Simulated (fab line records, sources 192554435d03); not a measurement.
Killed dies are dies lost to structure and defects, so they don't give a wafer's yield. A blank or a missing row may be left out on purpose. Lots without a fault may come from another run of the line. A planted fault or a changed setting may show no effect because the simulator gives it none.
Chamber matching | flow n5_finfet | N5_BEOL_M8_ALD_77 on ald_metal-02: 4 sister chambers
The step deposits TaN, target thk 2 nm, pulse time 2 s, purge time 3 s. 4 wafers are shown with their chamber, then 7 later ones without.

WAFERS WITH THEIR CHAMBER
wafer  | chamber | heater_power_w (W)
L088.1 | 3       | 398
L088.5 | 0       | 510
L091.2 | 2       | 421
L091.3 | 1       | 354

WAFERS WITHOUT THEIR CHAMBER
wafer  | heater_power_w (W)
L091.6 | 413
L093.1 | 359
L093.2 | 431
L093.5 | 423
L095.1 | 416
L095.3 | 405
L095.6 | 411

WHICH CHAMBER EACH WENT THROUGH
wafer  | from the rows above     | in truth
L091.6 | can't be placed: 2 or 3 | 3
L093.1 | 1                       | 1
L093.2 | 2                       | 2
L093.5 | 2                       | 2
L095.1 | can't be placed: 2 or 3 | 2
L095.3 | can't be placed: 3 or 2 | 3
L095.6 | can't be placed: 2 or 3 | 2
Placed correctly: 3 of 7. Can't be placed from these rows: 4 (the true chamber is among the candidates in 4). Placed wrongly: 0.
How it was worked out, from the rows above alone: a wafer's distance from a chamber is the root of the sum, over the readings, of the square of ((its reading less the chamber's mean) divided by the reading's scatter). The wafer belongs to the nearest chamber; if the next one is less than 2 further off, it can't be placed. A chamber's mean is the mean of its shown wafers. The scatter: with one shown wafer a chamber, the root of the mean of the squares of how far each hidden wafer lies from its nearest shown one.
